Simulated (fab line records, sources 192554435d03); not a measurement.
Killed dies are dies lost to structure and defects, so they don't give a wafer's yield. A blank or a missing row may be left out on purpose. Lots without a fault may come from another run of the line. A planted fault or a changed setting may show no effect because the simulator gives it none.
Split-lot experiment | flow n5_finfet | 7 lots, 21 wafers read, on a route of 1938 steps

THE SPLIT
At N5_BEOL_M8_PECVD_70 (deposits SiO2 from TEOS/O2, target thk 20 nm, time 22.7 s), the setting temp_c was moved away from the recipe's 400 C on 9 of the 21 wafers read, by -4.2% to +3.2%. The other wafers ran this setting at the recipe's value.

FROM THE SPLIT TO THE READING: what the file shows between them, 7 steps
- N5_BEOL_M8_COAT_05: resist thk 90 nm (also split here: spin_rpm)
- N5_BEOL_M8_EBR_07
- N5_BEOL_M8_SOFTBAKE_06: time 60 s
- N5_BEOL_M8_EXPOSE_08: exposes mask M8
- N5_BEOL_M8_PEB_09: peb time 60 s
- N5_BEOL_M8_DEVELOP_10: develop time 30 s
- N5_BEOL_M8_STRIP_80: strips in N2/H2, time 10 s

THE READING
SiO2_of_BEOL_M8_PECVD_70.thk_nm (the simulator's own value, which no gauge read), in nm, at N5_BEOL_M8_HM_STRIP_39 (strips TiN in peroxide tin strip, target depth 25 nm, time 158 s). The file gives no usual value for it. The 12 wafers here that ran the recipe average 19.8 nm, standard deviation 0.35 nm.

wafer  | tool, chamber at the split | temp_c as run, C | against the recipe | SiO2_of_BEOL_M8_PECVD_70.thk_nm, nm | against lot-mates on the recipe
L074.1 | pecvd-03, 0                | 400              | recipe             | 19.4                                | -
L074.4 | pecvd-03, 0                | 390.9            | -2.3%              | 21.2                                | +1.8
L074.5 | pecvd-03, 2                | 390.9            | -2.3%              | 20.8                                | +1.4
L077.2 | pecvd-04, 2                | 400              | recipe             | 19.6                                | -
L077.4 | pecvd-04, 2                | 400              | recipe             | 19.6                                | -
L077.3 | pecvd-04, 0                | 400              | recipe             | 20.2                                | -
L085.1 | pecvd-01, 0                | 400              | recipe             | 19.2                                | -
L085.2 | pecvd-01, 1                | 393.8            | -1.5%              | 20.6                                | +1.1
L085.4 | pecvd-01, 1                | 400              | recipe             | 19.8                                | -
L084.1 | pecvd-01, 0                | 400              | recipe             | 19.4                                | -
L084.2 | pecvd-01, 2                | 387.1            | -3.2%              | 21                                  | +1.6
L084.5 | pecvd-01, 0                | 387.1            | -3.2%              | 21.6                                | +2.2
L086.1 | pecvd-04, 2                | 412.8            | +3.2%              | 17.8                                | -2.0
L086.3 | pecvd-04, 0                | 400              | recipe             | 19.8                                | -
L086.6 | pecvd-04, 2                | 412.8            | +3.2%              | 18.2                                | -1.6
L087.1 | pecvd-04, 0                | 400              | recipe             | 20                                  | -
L087.2 | pecvd-04, 2                | 400              | recipe             | 19.8                                | -
L087.5 | pecvd-04, 0                | 400              | recipe             | 20.4                                | -
L093.3 | pecvd-01, 2                | 383.2            | -4.2%              | 21.6                                | +1.4
L093.4 | pecvd-01, 2                | 383.2            | -4.2%              | 22.2                                | +2.0
L093.6 | pecvd-01, 0                | 400              | recipe             | 20.2                                | -

THE FIT
A straight line over all 21 wafers: SiO2_of_BEOL_M8_PECVD_70.thk_nm changes by -0.517 nm for each +1% of temp_c; r = -0.95; the points scatter about the line by 0.33 nm.
The same after taking each lot's own level away (the mean of its wafers on the recipe; 21 wafers): -0.525 nm for each +1%; r = -0.95; scatter 0.34 nm.
On that fit, the largest move of temp_c shifts the reading by 2.2 nm.
The lots' own levels span 19.40 to 20.20 nm, that is 2.3 times the standard deviation above.
So the lot-to-lot level changes the slope little: the two slopes agree.
Check: with one of the wafers moved furthest among these (-4.2%) left out of the fit, the line predicts +2.42 nm for it against its lot-mates. It came out at +1.4 nm against them.

OTHER SPLITS ON THESE WAFERS
These wafers also went through other splits before the reading. Each is held against what the fit with the lots' levels taken away leaves over:
other split on the same wafers | wafers away from the commonest value | r with SiO2_of_BEOL_M8_PECVD_70.thk_nm (lot level and that fit taken away)
N5_BEOL_M5_ETCH_41 source_w    | 11                                   | -0.18
N5_BEOL_M6_PECVD_70 time_s     | 6                                    | +0.12
N5_BEOL_M6_EXPOSE_08 dose_mj   | 3                                    | -0.15
N5_BEOL_M7_PECVD_70 temp_c     | 6                                    | +0.19
N5_BEOL_M8_COAT_05 spin_rpm    | 7                                    | -0.19

THE WHOLE CHAIN: every reading that the file lists as answering this split, in the file's order
step                   | what it does                                                     | reading                                                                          | change (the file's fit)               | r (the file's)
N5_BEOL_M8_PECVD_70    | deposits SiO2 from TEOS/O2, target thk 20 nm, time 22.7 s        | SiO2_of_BEOL_M8_PECVD_70.thk_nm (the simulator's own value, which no gauge read) | -0.541 nm for each +1% of the setting | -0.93
N5_BEOL_M8_HM_STRIP_39 | strips TiN in peroxide tin strip, target depth 25 nm, time 158 s | SiO2_of_BEOL_M8_PECVD_70.thk_nm (the simulator's own value, which no gauge read) | -0.531 nm for each +1% of the setting | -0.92

THE FILE'S OWN FIT
SiO2_of_BEOL_M8_PECVD_70.thk_nm changes by -0.531 nm for each +1% of temp_c, r = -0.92.
